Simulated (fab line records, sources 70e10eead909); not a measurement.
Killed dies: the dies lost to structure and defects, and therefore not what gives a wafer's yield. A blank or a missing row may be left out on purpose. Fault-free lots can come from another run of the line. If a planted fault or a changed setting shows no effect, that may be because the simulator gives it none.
Which tool did it? :: flow nand-harc :: 12 lots, 36 wafers sampled, at 6 steps of a route of 1159

== WHAT THE GAUGES SHOWED, per wafer ==
NHARC_P_GATE_INSPECT_68.
lot: L076
measured: day 5 20:45
on: defect-inspect-01
raw-defect-count: 202 195 224

lot: L077
measured: day 6 08:54
on: defect-inspect-01
raw-defect-count: 283 166 126

lot: L079
measured: day 6 11:08
on: defect-inspect-02
raw-defect-count: 401 232 253

lot: L081
measured: day 7 07:49
on: defect-inspect-01
raw-defect-count: 273 251 315

lot: L083
measured: day 7 19:19
on: defect-inspect-01
raw-defect-count: 197 120 122

lot: L085
measured: day 8 16:48
on: defect-inspect-02
raw-defect-count: 171 172 197

lot: L086
measured: day 8 16:31
on: defect-inspect-01
raw-defect-count: 183 98 116

lot: L089
measured: day 9 03:12
on: defect-inspect-01
raw-defect-count: 198 249 297

lot: L091
measured: day 9 09:52
on: defect-inspect-01
raw-defect-count: 150 151 155

lot: L093
measured: day 10 15:37
on: defect-inspect-01
raw-defect-count: 296 344 454

lot: L095
measured: day 10 18:52
on: defect-inspect-01
raw-defect-count: 145 240 198

lot: L097
measured: day 10 23:53
on: defect-inspect-02
raw-defect-count: 152 114 206

== TOOL THAT RAN EACH LOT (tool first, then ch and the chambers of the sampled wafers, then the start) ==
lot: L076
NHARC_P_STI_DESCUM_14: rie-diel-09 ch 0,2, day 2 19:32
NHARC_P_GATE_DEP_103: pecvd-01 ch 1,2, day 5 01:07
NHARC_P_GATE_ETCH_32: rie-si-05 ch 0,3, day 5 02:26
NHARC_P_GATE_DESCUM_48: rie-diel-08 ch 1,2, day 5 13:58
NHARC_P_GATE_STRIP_76: plasma-asher-02 ch 0,1, day 5 16:29

lot: L077
NHARC_P_STI_DESCUM_14: rie-diel-09 ch 0,1, day 3 05:11
NHARC_P_GATE_DEP_103: pecvd-04 ch 0,1,2, day 5 13:32
NHARC_P_GATE_ETCH_32: rie-si-05 ch 0,1,2, day 5 14:53
NHARC_P_GATE_DESCUM_48: rie-diel-08 ch 0,1, day 6 02:32
NHARC_P_GATE_STRIP_76: plasma-asher-02 ch 0,1, day 6 04:50

lot: L079
NHARC_P_STI_DESCUM_14: rie-diel-05 ch 1,3, day 3 17:24
NHARC_P_GATE_DEP_103: pecvd-02 ch 0,1,2, day 5 15:41
NHARC_P_GATE_ETCH_32: rie-si-04 ch 0,1,3, day 5 16:54
NHARC_P_GATE_DESCUM_48: rie-diel-13 ch 0,2, day 6 04:25
NHARC_P_GATE_STRIP_76: plasma-asher-02 ch 1, day 6 06:50

lot: L081
NHARC_P_STI_DESCUM_14: rie-diel-12 ch 2,3, day 4 08:41
NHARC_P_GATE_DEP_103: pecvd-01 ch 0,1,2, day 6 11:26
NHARC_P_GATE_ETCH_32: rie-si-04 ch 0,2, day 6 13:23
NHARC_P_GATE_DESCUM_48: rie-diel-13 ch 2,3, day 7 01:13
NHARC_P_GATE_STRIP_76: plasma-asher-01 ch 1, day 7 03:32

lot: L083
NHARC_P_STI_DESCUM_14: rie-diel-09 ch 1,2, day 4 17:17
NHARC_P_GATE_DEP_103: pecvd-02 ch 0,1,2, day 6 23:32
NHARC_P_GATE_ETCH_32: rie-si-04 ch 0,2,3, day 7 01:02
NHARC_P_GATE_DESCUM_48: rie-diel-07 ch 1,2, day 7 12:34
NHARC_P_GATE_STRIP_76: plasma-asher-01 ch 0,1, day 7 15:02

lot: L085
NHARC_P_STI_DESCUM_14: rie-diel-09 ch 1,2, day 5 05:23
NHARC_P_GATE_DEP_103: pecvd-04 ch 0,2, day 7 21:20
NHARC_P_GATE_ETCH_32: rie-si-04 ch 1,2, day 7 22:44
NHARC_P_GATE_DESCUM_48: rie-diel-07 ch 0,1,3, day 8 10:08
NHARC_P_GATE_STRIP_76: plasma-asher-01 ch 1, day 8 12:31

lot: L086
NHARC_P_STI_DESCUM_14: rie-diel-12 ch 0,1,2, day 5 13:25
NHARC_P_GATE_DEP_103: pecvd-01 ch 0,2, day 7 20:43
NHARC_P_GATE_ETCH_32: rie-si-05 ch 0,1,3, day 7 22:07
NHARC_P_GATE_DESCUM_48: rie-diel-13 ch 0,1, day 8 09:38
NHARC_P_GATE_STRIP_76: plasma-asher-02 ch 0,1, day 8 12:11

lot: L089
NHARC_P_STI_DESCUM_14: rie-diel-12 ch 0,3, day 6 05:22
NHARC_P_GATE_DEP_103: pecvd-04 ch 0,1, day 8 07:42
NHARC_P_GATE_ETCH_32: rie-si-01 ch 1,3, day 8 09:13
NHARC_P_GATE_DESCUM_48: rie-diel-13 ch 1,2,3, day 8 20:41
NHARC_P_GATE_STRIP_76: plasma-asher-01 ch 0,1, day 8 23:11

lot: L091
NHARC_P_STI_DESCUM_14: rie-diel-09 ch 0,1,3, day 6 17:13
NHARC_P_GATE_DEP_103: pecvd-01 ch 0,1, day 8 14:47
NHARC_P_GATE_ETCH_32: rie-si-01 ch 0,1,2, day 8 16:01
NHARC_P_GATE_DESCUM_48: rie-diel-07 ch 1,2, day 9 03:32
NHARC_P_GATE_STRIP_76: plasma-asher-02 ch 0,1, day 9 05:50

lot: L093
NHARC_P_STI_DESCUM_14: rie-diel-09 ch 0,2, day 7 08:43
NHARC_P_GATE_DEP_103: pecvd-02 ch 0,2, day 9 18:35
NHARC_P_GATE_ETCH_32: rie-si-01 ch 1,3, day 9 19:56
NHARC_P_GATE_DESCUM_48: rie-diel-08 ch 1,2,3, day 10 09:20
NHARC_P_GATE_STRIP_76: plasma-asher-01 ch 0,1, day 10 11:37

lot: L095
NHARC_P_STI_DESCUM_14: rie-diel-05 ch 1,2,3, day 7 17:37
NHARC_P_GATE_DEP_103: pecvd-04 ch 0,1, day 9 23:38
NHARC_P_GATE_ETCH_32: rie-si-05 ch 0,2,3, day 10 01:01
NHARC_P_GATE_DESCUM_48: rie-diel-08 ch 0,2, day 10 12:30
NHARC_P_GATE_STRIP_76: plasma-asher-02 ch 0,1, day 10 14:53

lot: L097
NHARC_P_STI_DESCUM_14: rie-diel-05 ch 0,1,3, day 8 05:07
NHARC_P_GATE_DEP_103: pecvd-02 ch 0,1, day 10 03:58
NHARC_P_GATE_ETCH_32: rie-si-05 ch 1,3, day 10 05:26
NHARC_P_GATE_DESCUM_48: rie-diel-13 ch 1,2, day 10 17:17
NHARC_P_GATE_STRIP_76: plasma-asher-01 ch 0,1, day 10 19:41
- NHARC_P_STI_DESCUM_14: chemistry O2, time 3 s.
- NHARC_P_GATE_DEP_103: deposits SiON, target thk 30 nm.
- NHARC_P_GATE_ETCH_32: etches the open film in HBr/Cl2, target depth 150 nm, time 100.1 s.
- NHARC_P_GATE_DESCUM_48: chemistry O2, time 3 s.
- NHARC_P_GATE_STRIP_76: strips in O2.

== THE ANSWER, worked out from the rows above alone ==
Rule: the lots themselves supply what counts as usual. Put in order of their means at a reading, lots are off if they are a third of the lots or fewer, leave a main group of 4 or more, and stand apart from it by a gap of 3 or more times the standard deviation of the main group's means; of several such gaps the widest counts. A main group is skipped when, at the precision printed for the reading in the tables above, its means are all equal. Also off: a lot with no number at a reading for which 4 or more lots have one. Where the step has rows for the other lots, those lots are counted as sound.
None of the lots is off at any reading shown; this tells nothing.

== WHAT WAS PUT IN BY THE SIMULATOR ==
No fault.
